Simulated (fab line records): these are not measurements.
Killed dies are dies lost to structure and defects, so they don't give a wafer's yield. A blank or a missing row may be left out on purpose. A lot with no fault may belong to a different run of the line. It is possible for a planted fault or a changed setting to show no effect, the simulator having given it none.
fab line records -- flow nandHarc
record lots=5, wafers=15, lastDay=23
route steps=1159 shown P_CONTACT@217 END@1159
lots that met no fault: from a run of the same line without faults
startH: hours from the record's opening day to when the first of the lot's shown wafers began -- waitH: how many hours have passed since the lot's step before this one -- " same as the row above -- L1.1+2: one row covering several wafers at once -- - no value present, or no start provided -- * or withheld: withheld -- < > ~ a bound
route shown NAME@n: NAME is a module with steps in the file, n the number in the route of the first one -- usual: the fault-free wafers' mean and standard deviation -- same: alike in all rows -- chamber/n: place in a boat -- sites: the reading at each site -- _std_site: the values' standard deviation -- _edge_site: outer sites' mean less inner sites' -- radiusMm: how far each site lies from the wafer's centre -- mask NAME#n: copy n -- behind: the most recent tool/chamber to have shaped the wafer -- hold: reason for holding the lot/hours on hold/outcome of the hold -- device: the transistor (n, p or np) that didn't switch -- end of line: tests of these same wafers at the route's end -- a step given without rows: its recipe and nothing more -- killed: count of dies lost to structure and defects at first sort (not the wafer's yield) -- map: dies across one wafer; x = killed, . = not, _ = none there
set.NAME: the setting that was run; set.NAME@STEP: the one run at that earlier step -- model.NAME: the simulator's own value behind a step, which no gauge read
lots seen at some steps along the route; tables by step, rows by wafer
services: from which hour (startH, from the record's first day; less than 0 if before it) a tool's chamber was out of use, for how many hours, and why
## steps
# step NHARC_P_CONTACT_DEP_30
# recipe targetThkA=300, tempC=400, targetThkNm=30, flowSccm=200, rfW=450, material=SiNx
# usual heaterPowerW=709/100
lot.wafer,tool,chamber,startH,waitH,heaterPowerW
L377.1,pecvd-02,0,126.93,0.1,653
L377.3,pecvd-02,2,126.93,0.1,552
L377.5,pecvd-02,0,126.93,0.1,649
L383.3,pecvd-01,1,157.47,0.1,843
L383.1,pecvd-01,0,157.47,0.1,640
L383.6,pecvd-01,2,157.47,0.1,701
L393.2,pecvd-01,0,218.30,0.1,651
L393.6,pecvd-01,2,218.30,0.1,805
L393.4,pecvd-01,0,218.30,0.1,643
L394.2,pecvd-02,1,218.89,0.1,884
L394.6,pecvd-02,2,218.89,0.1,530
L394.5,pecvd-02,1,218.89,0.1,874
L395.3,pecvd-01,2,232.35,0.1,696
L395.4,pecvd-01,2,232.35,0.1,727
L395.6,pecvd-01,1,232.35,0.1,835
# step NHARC_P_CONTACT_DEP_00
# recipe targetThkA=5000, tempC=400, pressureTorr=6.5, rfW=900, teosFlowSccm=161.4, flowSccm=2650, targetThkNm=500, gas=O2, material=SiO2
# step NHARC_P_CONTACT_CMP_01
# recipe targetThkNm=200, material=SiO2
# usual motorCurrentA=12.3/1, slurryFilterDpKPa=13.50/0.14
lot.wafer,tool,chamber,startH,waitH,motorCurrentA,slurryFilterDpKPa
L377.3,cmp-01,2,127.66,-,10.8,13.58
L377.1,cmp-01,3,127.66,-,12.6,13.64
L377.5,cmp-01,2,127.66,-,11.6,13.63
L383.3,cmp-01,0,158.21,-,12.0,13.51
L383.1,cmp-01,2,158.21,-,11.4,13.54
L383.6,cmp-01,3,158.21,-,13.4,13.54
L393.2,cmp-02,2,219.00,-,15.0,13.48
L393.4,cmp-02,0,219.00,-,12.1,13.46
L393.6,cmp-02,1,219.00,-,11.0,13.54
L394.2,cmp-03,2,219.57,-,12.0,13.26
L394.6,cmp-03,0,219.57,-,12.6,13.86
L394.5,cmp-03,1,219.57,-,11.4,13.63
L395.3,cmp-03,0,233.09,-,12.7,13.64
L395.4,cmp-03,1,233.09,-,11.7,13.62
L395.6,cmp-03,0,233.09,-,12.4,13.40
# step NHARC_P_CONTACT_SRD_03
# step NHARC_P_CONTACT_DEHYDRATE_04
# recipe tempC=150, timeS=120
# step NHARC_P_CONTACT_HMDS_05
# recipe timeS=30
# step NHARC_P_CONTACT_COAT_33
# recipe tempC=260, timeS=75
# step NHARC_P_CONTACT_COAT_34
# recipe tempC=225, timeS=65
# step NHARC_P_CONTACT_COAT_06
# recipe spinRpm=1500, resistThkNm=90
# step NHARC_P_CONTACT_SOFTBAKE_07
# recipe tempC=105, timeS=55
# step NHARC_P_CONTACT_EBR_08
# step NHARC_P_CONTACT_EXPOSE_09
# recipe na=1.35, targetCdNm=90, doseMj=81.26, maskId=P_CA
lot.wafer,tool,chamber,startH,waitH,mask
L377.1+3+5,arfiScanner-01,0,128.35,-,P_CA#0
L383.1+3+6,arfiScanner-01,0,158.87,-,P_CA_R1#0
L393.2+4+6,arfiScanner-03,0,219.66,-,P_CA#0
L394.2+5+6,arfiScanner-02,0,220.21,-,P_CA#0
L395.3+4+6,arfiScanner-02,0,233.76,-,P_CA#0
# step NHARC_P_CONTACT_PEB_10
# recipe pebTempC=100, pebTimeS=65
# step NHARC_P_CONTACT_DEVELOP_11
# recipe developTimeS=35, devTempC=23
# step NHARC_P_CONTACT_CD_MEAS_12
# recipe targetCdNm=90, landingEnergyEv=500
# usual cdNm=89.9/0.6
lot.wafer,tool,chamber,startH,waitH,cdNm
L377.1,cdSem-03,0,128.49,-,89.1
L377.3,cdSem-03,0,128.49,-,89.2
L377.5,cdSem-03,0,128.49,-,89.7
L383.1,cdSem-03,0,159.01,-,81.3
L383.3,cdSem-03,0,159.01,-,81.5
L383.6,cdSem-03,0,159.01,-,81.8
L393.2,cdSem-01,0,219.80,-,90.1
L393.4,cdSem-01,0,219.80,-,90.5
L393.6,cdSem-01,0,219.80,-,91.0
L394.2,cdSem-03,0,220.35,-,90.5
L394.5,cdSem-03,0,220.35,-,90.5
L394.6,cdSem-03,0,220.35,-,90.2
L395.3,cdSem-02,0,233.90,-,89.9
L395.4,cdSem-02,0,233.90,-,89.3
L395.6,cdSem-02,0,233.90,-,89.0
# step NHARC_P_CONTACT_OVL_MEAS_13
# usual overlayXNm=0.0/0.91, overlayYNm=0.0/0.7
lot.wafer,tool,chamber,startH,waitH,overlayXNm,overlayYNm
L377.1,overlay-01,-,128.57,-,0.6,-0.6
L377.3,overlay-01,-,128.57,-,1.3,-0.2
L377.5,overlay-01,-,128.57,-,1.1,-0.6
L383.1,overlay-02,-,159.10,-,0.4,-0.8
L383.3,overlay-02,-,159.10,-,1.1,-1.0
L383.6,overlay-02,-,159.10,-,0.3,-0.3
L393.2,overlay-01,-,219.89,-,-0.8,-0.7
L393.4,overlay-01,-,219.89,-,-1.1,-1.4
L393.6,overlay-01,-,219.89,-,-0.7,-1.0
L394.2,overlay-01,-,220.43,-,-1.0,-0.4
L394.5,overlay-01,-,220.43,-,-1.2,-0.6
L394.6,overlay-01,-,220.43,-,-0.9,-0.1
L395.3,overlay-01,-,233.99,-,-0.4,-0.3
L395.4,overlay-01,-,233.99,-,0.0,0.0
L395.6,overlay-01,-,233.99,-,0.1,-0.4
# step NHARC_P_CONTACT_INSPECT_14
# usual rawDefectCount=3.2/1.9
lot.wafer,tool,chamber,startH,waitH,rawDefectCount
L377.1,defectInspect-02,-,128.61,0.0,0
L377.3,defectInspect-02,-,128.61,0.0,5
L377.5,defectInspect-02,-,128.61,0.0,5
L383.1,defectInspect-02,-,159.13,0.0,5
L383.3,defectInspect-02,-,159.13,0.0,3
L383.6,defectInspect-02,-,159.13,0.0,2
L393.2,defectInspect-01,-,219.92,0.0,3
L393.4,defectInspect-01,-,219.92,0.0,4
L393.6,defectInspect-01,-,219.92,0.0,1
L394.2,defectInspect-01,-,220.47,0.0,8
L394.5,defectInspect-01,-,220.47,0.0,3
L394.6,defectInspect-01,-,220.47,0.0,4
L395.3,defectInspect-01,-,234.02,0.0,9
L395.4,defectInspect-01,-,234.02,0.0,6
L395.6,defectInspect-01,-,234.02,0.0,0
# step NHARC_P_CONTACT_DESCUM_17
# recipe timeS=3, o2FlowSccm=200, arFlowSccm=0, biasPowerW=0, chemistry=O2
# usual drypumpMotorCurrentA=5.7/0.47, oesProductAu=0.999/0.011, rfVppV=57.9/0.93, showerheadPlenumPTorr=1.92/0.097, throttleValvePct=11.310/0.0099
lot.wafer,tool,chamber,startH,waitH,drypumpMotorCurrentA,oesProductAu,rfHoursCounterH,rfVppV,showerheadPlenumPTorr,throttleValvePct,model.P_CONTACT.cdNm
L377.1,rieDiel-09,0,128.67,0.1,6.3,0.995,4,56.9,1.81,11.305,88.2
L377.3,rieDiel-09,3,128.67,0.1,6.0,0.981,4,57.9,1.85,11.310,90.09
L377.5,rieDiel-09,1,128.67,0.1,4.9,1.002,-,57.8,2.00,11.314,89.19
L383.1,rieDiel-03,0,159.21,0.1,5.9,1.017,16,59.3,1.87,11.308,81.44
L383.3,rieDiel-03,1,159.21,0.1,5.4,1.005,15,57.9,2.04,11.310,82.09
L383.6,rieDiel-03,3,159.21,0.1,5.9,0.993,-,58.6,2.06,11.330,82.17
L393.4,rieDiel-09,1,219.99,0.1,4.9,0.989,14,59.0,2.00,11.315,90.32
L393.2,rieDiel-09,2,219.99,0.1,5.4,0.983,13,57.4,1.80,11.349,90.19
L393.6,rieDiel-09,1,219.99,0.1,4.9,0.985,-,59.0,2.00,11.307,91.05
L394.2,rieDiel-09,3,220.86,0.4,6.0,0.987,11,56.9,1.85,11.304,91.21
L394.5,rieDiel-09,0,220.86,0.4,6.4,0.999,-,58.0,1.81,11.291,90.14
L394.6,rieDiel-09,1,220.86,0.4,4.9,0.994,-,57.3,2.00,11.301,90.05
L395.3,rieDiel-09,3,234.08,0.1,6.0,0.998,13,58.3,1.85,11.319,90.14
L395.4,rieDiel-09,1,234.08,0.1,4.9,0.993,18,58.8,2.00,11.313,88.98
L395.6,rieDiel-09,3,234.08,0.1,6.0,0.991,-,58.7,1.85,11.301,89.83
# step NHARC_P_CONTACT_ETCH_35
# recipe targetDepthA=390, overEtchFrac=0.3, timeS=65, ionEnergyEv=80, cf4FlowSccm=150, arFlowSccm=0, rfW=300, biasW=100, chemistry=CF4
# usual drypumpMotorCurrentA=5.7/0.45, oesProductAu=0.999/0.011, rfVppV=151.3/1.3, showerheadPlenumPTorr=1.77/0.083, throttleValvePct=13.284/0.0081
# same overEtchFrac=0.3
lot.wafer,tool,chamber,startH,waitH,drypumpMotorCurrentA,oesProductAu,rfHoursCounterH,rfVppV,showerheadPlenumPTorr,throttleValvePct
L377.1,rieDiel-09,0,128.76,0.1,6.4,0.985,4,149.9,1.68,13.302
L377.3,rieDiel-09,2,128.76,0.1,5.4,0.994,4,151.6,1.68,13.288
L377.5,rieDiel-09,3,128.76,0.1,6.0,0.998,-,150.6,1.71,13.296
L383.1,rieDiel-03,3,159.28,0.1,5.9,0.999,13,152.3,1.89,13.282
L383.3,rieDiel-03,2,159.28,0.1,5.3,0.998,13,151.8,1.81,13.281
L383.6,rieDiel-03,0,159.28,0.1,5.9,1.025,-,151.9,1.73,13.287
L393.2,rieDiel-09,2,220.08,0.1,5.4,1.000,13,149.7,1.68,13.287
L393.4,rieDiel-09,3,220.08,0.1,5.9,0.992,11,149.7,1.71,13.288
L393.6,rieDiel-09,1,220.08,0.1,4.9,0.997,-,153.1,1.84,13.283
L394.2,rieDiel-09,2,221.03,0.2,5.4,0.987,14,150.5,1.67,13.266
L394.6,rieDiel-09,3,221.03,0.2,6.0,0.983,-,149.4,1.71,13.289
L394.5,rieDiel-09,0,221.03,0.2,6.3,0.997,-,149.7,1.68,13.300
L395.4,rieDiel-09,0,234.17,0.1,6.3,0.996,17,148.2,1.68,13.296
L395.3,rieDiel-09,1,234.17,0.1,4.9,1.007,18,151.2,1.84,13.285
L395.6,rieDiel-09,1,234.17,0.1,5.0,0.994,-,151.6,1.84,13.287
# step NHARC_P_CONTACT_ETCH_36
# recipe targetDepthA=2600, overEtchFrac=0.25, timeS=406.25, ionEnergyEv=200, n2FlowSccm=150, h2FlowSccm=150, arFlowSccm=0, rfW=400, biasW=150, chemistry=N2/H2
# step NHARC_P_CONTACT_ETCH_18
# recipe targetDepthA=4810, timeS=240.5, c4f8FlowSccm=20, o2FlowSccm=10, arFlowSccm=withheld, rfW=600, biasW=1500, chemistry=C4F8/O2/Ar
# usual oesProductAu=0.962/0.018, rfVppV=979/6.7
lot.wafer,tool,chamber,startH,waitH,oesProductAu,rfHoursCounterH,rfVppV
L377.3,rieDiel-09,2,-,-,0.958,4,971
L377.1,rieDiel-09,3,-,-,0.963,4,973
L377.5,rieDiel-09,1,-,-,0.954,-,983
L383.3,rieDiel-03,1,-,-,0.986,15,987
L383.1,rieDiel-03,2,-,-,0.950,13,981
L383.6,rieDiel-03,1,-,-,0.989,-,986
L393.2,rieDiel-09,1,-,-,0.940,15,984
L393.4,rieDiel-09,3,-,-,0.965,11,973
L393.6,rieDiel-09,1,-,-,0.955,-,984
L394.2,rieDiel-09,0,-,-,0.933,15,972
L394.5,rieDiel-09,3,-,-,0.921,-,975
L394.6,rieDiel-09,0,-,-,0.936,-,972
L395.3,rieDiel-09,1,-,-,0.918,18,982
L395.4,rieDiel-09,2,-,-,0.919,16,971
L395.6,rieDiel-09,3,-,-,0.923,-,974
# step NHARC_P_CONTACT_STRIP_37
# recipe c4f8FlowSccm=withheld, o2FlowSccm=8, arFlowSccm=withheld, biasW=0, chemistry=C4F8/O2/Ar
# step NHARC_P_CONTACT_ETCH_31
# recipe targetDepthA=300, timeS=85.7, ionEnergyEv=120, overEtchFrac=1, ch3fFlowSccm=50, o2FlowSccm=30, arFlowSccm=200, rfW=500, biasW=100, chemistry=CH3F/O2
# usual ch3fFlowSccm=49.99/0.14, drypumpMotorCurrentA=5.6/0.46, oesProductAu=0.979/0.014, rfVppV=244.4/1.7, showerheadPlenumPTorr=2.47/0.12, throttleValvePct=20.664/0.0095
# same overEtchFrac=1
lot.wafer,tool,chamber,startH,waitH,ch3fFlowSccm,drypumpMotorCurrentA,oesProductAu,rfHoursCounterH,rfVppV,showerheadPlenumPTorr,throttleValvePct,model.P_CONTACT.cdNm
L377.1,rieDiel-09,2,-,-,50.06,5.4,0.975,4,241.2,2.33,20.659,87.4
L377.3,rieDiel-09,3,-,-,49.98,6.0,0.972,4,243.3,2.38,20.655,93.1
L377.5,rieDiel-09,2,-,-,49.98,5.4,0.972,-,243.2,2.33,20.655,89.5
L383.1,rieDiel-03,0,-,-,49.88,6.0,1.018,16,245.0,2.40,20.657,79.18
L383.3,rieDiel-03,1,-,-,50.01,5.4,0.987,15,246.7,2.61,20.652,81.51
L383.6,rieDiel-03,2,-,-,50.14,5.3,0.976,-,246.3,2.51,20.669,81.11
L393.4,rieDiel-09,1,-,-,49.98,4.9,0.999,15,245.4,2.57,20.676,90.95
L393.2,rieDiel-09,3,-,-,50.13,6.0,0.988,11,242.3,2.38,20.681,90.17
L393.6,rieDiel-09,2,-,-,50.04,5.4,0.978,-,243.1,2.32,20.644,90.59
L394.2,rieDiel-09,3,-,-,49.97,6.0,0.968,12,243.5,2.38,20.655,88.58
L394.6,rieDiel-09,0,-,-,49.83,6.4,0.956,-,242.4,2.33,20.678,87.62
L394.5,rieDiel-09,1,-,-,50.03,4.9,0.966,-,244.8,2.57,20.680,89.77
L395.4,rieDiel-09,1,-,-,49.89,4.9,0.955,18,244.5,2.57,20.664,89.01
L395.3,rieDiel-09,0,-,-,50.11,6.3,0.978,17,244.4,2.33,20.650,87.94
L395.6,rieDiel-09,2,-,-,50.12,5.5,0.944,-,242.2,2.32,20.657,90.59
# step NHARC_P_CONTACT_CD_MEAS_19
# usual cdNm=89.3/1.4
lot.wafer,tool,chamber,startH,waitH,cdNm
L377.1,cdSem-03,-,129.54,-,87.2
L377.3,cdSem-03,-,129.54,-,93.0
L377.5,cdSem-03,-,129.54,-,89.6
L383.1,cdSem-03,-,160.07,-,79.3
L383.3,cdSem-03,-,160.07,-,81.6
L383.6,cdSem-03,-,160.07,-,81.3
L393.2,cdSem-01,-,221.45,-,90.1
L393.4,cdSem-01,-,221.45,-,90.9
L393.6,cdSem-01,-,221.45,-,90.6
L394.2,cdSem-01,-,222.41,-,88.9
L394.5,cdSem-01,-,222.41,-,89.9
L394.6,cdSem-01,-,222.41,-,87.6
L395.3,cdSem-02,-,234.96,-,87.9
L395.4,cdSem-02,-,234.96,-,88.7
L395.6,cdSem-02,-,234.96,-,90.4
# step NHARC_P_CONTACT_STRIP_28
# recipe o2FlowSccm=500, arFlowSccm=0, biasW=0, chemistry=O2
# usual drypumpMotorCurrentA=5.7/0.41, oesProductAu=1.000/0.011, rfVppV=57.9/0.97, showerheadPlenumPTorr=3.58/0.15, throttleValvePct=17.037/0.0095
lot.wafer,tool,chamber,startH,waitH,drypumpMotorCurrentA,oesProductAu,rfHoursCounterH,rfVppV,showerheadPlenumPTorr,throttleValvePct
L377.3,rieDiel-03,3,129.62,0.1,5.9,0.998,9,59.4,3.78,17.043
L377.1,rieDiel-03,0,129.62,0.1,6.0,1.014,12,56.3,3.45,17.022
L377.5,rieDiel-03,3,129.62,0.1,6.0,1.007,-,59.7,3.78,17.047
L383.3,rieDiel-03,3,160.14,0.1,6.0,0.999,13,58.9,3.78,17.026
L383.1,rieDiel-03,1,160.14,0.1,5.4,0.998,15,58.0,3.74,17.035
L383.6,rieDiel-03,3,160.14,0.1,5.9,0.995,-,58.3,3.78,17.026
L393.2,rieDiel-04,1,221.80,0.3,5.5,0.989,38,57.9,3.72,17.030
L393.4,rieDiel-04,3,221.80,0.3,6.1,1.001,40,58.2,3.68,17.032
L393.6,rieDiel-04,1,221.80,0.3,5.5,0.992,-,58.3,3.72,17.024
L394.2,rieDiel-04,3,222.51,0.1,6.1,0.992,40,57.6,3.68,17.027
L394.6,rieDiel-04,3,222.51,0.1,6.1,0.985,-,58.6,3.68,17.041
L394.5,rieDiel-04,0,222.51,0.1,6.1,0.998,-,57.5,3.57,17.035
L395.3,rieDiel-09,1,235.03,0.1,4.9,1.003,18,57.1,3.68,17.045
L395.4,rieDiel-09,3,235.03,0.1,6.0,0.986,14,58.4,3.41,17.029
L395.6,rieDiel-09,1,235.03,0.1,4.9,0.997,-,58.8,3.68,17.026
# step NHARC_END_SORT_01
# recipe tempC=25
# usual killedAtArray=26/10, killedAtOther=0.8/1.1, killedAtPeriphery=3.3/2.6, killedDies=30/11, killedOpen=3.4/1.8, killedShort=2.0/1.3
# same grossDies=677
lot.wafer,tool,chamber,startH,waitH,killedAtArray,killedAtOther,killedAtPeriphery,killedDies,killedOpen,killedShort
L383.1,prober-02,0,489.53,2.5,16,0,2,18,3,2
L383.3,prober-02,0,491.14,3.1,14,0,7,21,3,2
L383.6,prober-02,0,493.55,4.0,23,0,7,30,6,3
# killed by level:class
L383.1 A_STAIRCASE:chamberFilmFlake=7 A_CHANNEL_HOLE_D1:chamberFilmFlake=3 A_M1:geometricParticle:open=2 A_ONON_D1:geometricParticle:short=1 A_CHANNEL_HOLE_D1:geometricParticle:open=1 A_WL_FILL:geometricParticle:short=1 P_ZERO_WELL:chamberFilmFlake=1 A_SLIT:chamberFilmFlake=1
L383.3 A_STAIRCASE:chamberFilmFlake=8 P_CONTACT:geometricParticle:open=3 P_ZERO_WELL:chamberFilmFlake=2 A_SLIT:chamberFilmFlake=2 P_CONTACT:areaExpose=2 A_CHANNEL_HOLE_D1:geometricParticle:short=1 A_WL_FILL:geometricParticle:short=1 A_ZERO_WELL:chamberFilmFlake=1
L383.6 A_STAIRCASE:chamberFilmFlake=7 A_CHANNEL_HOLE_D1:chamberFilmFlake=4 P_CONTACT:areaExpose=4 A_WL_FILL:geometricParticle:short=2 A_CONTACT:geometricParticle:open=2 A_CONTACT:chamberFilmFlake=2 P_CONTACT:geometricParticle:open=1 A_ONON_D1:geometricParticle:open=1
## services
tool,chamber,startH,hours,kind
rieDiel-04,-,111.90,9.0,pm
cmp-02,-,128.51,4.0,pm
rieDiel-09,2,132.54,5.3,repair
arfiScanner-01,-,136.02,6.7,repair
rieDiel-09,3,138.03,15.4,repair
arfiScanner-03,-,140.00,4.0,pm
rieDiel-03,-,144.21,0.9,repair
rieDiel-03,2,150.93,3.6,repair
pecvd-02,-,153.20,13.0,pm
cmp-02,-,154.72,6.1,repair
cmp-03,-,156.18,4.0,pm
rieDiel-04,-,159.35,0.2,repair
arfiScanner-03,-,161.70,10.1,repair
arfiScanner-01,-,167.02,3.2,repair
rieDiel-09,3,179.25,3.7,repair
cmp-01,-,179.74,4.0,pm
pecvd-02,0,186.82,3.2,repair
arfiScanner-01,-,196.00,4.0,pm
rieDiel-09,3,203.13,6.7,repair
rieDiel-09,0,214.62,4.3,repair
cmp-01,-,214.67,1.9,repair
rieDiel-03,-,215.30,9.0,pm
rieDiel-04,2,222.48,4.4,repair
cmp-03,-,230.20,1.6,repair
## key
firstSign step=NHARC_P_CONTACT_EXPOSE_09, reading=mask, direction=changed
effect step=NHARC_P_CONTACT_CD_MEAS_12, reading=cdNm, direction=down, sigmas=14, usual=89.9, struck=81.5
effect step=NHARC_P_CONTACT_CD_MEAS_19, reading=cdNm, direction=down, sigmas=6.3, usual=89.3, struck=80.7
modelEffect step=NHARC_P_CONTACT_DESCUM_17, value=P_CONTACT.cdNm, without=89.72, struck=81.9
modelEffect step=NHARC_P_CONTACT_ETCH_31, value=P_CONTACT.cdNm, without=88.42, struck=80.6
metAt NHARC_P_CONTACT_EXPOSE_09
struckWafers L383.1,L383.3,L383.6
testerLeftOut L383
onsetBetween 128.35 158.87
fault kind=wrongMask, tool=any, chamber=-, onsetH=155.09, steps=NHARC_P_CONTACT_EXPOSE_09, auxCopy=P_CA_R1#0, cdOffsetNm=-7.8167, scope=struckLotsOnly
# testerLeftOut: of these lots the tester's yield and bins aren't shown, on N5 and GAA mostly nor the transistor test; their killed dies are dies lost to structure and defects alone, not to doping, threshold or leakage, so they don't give the yield
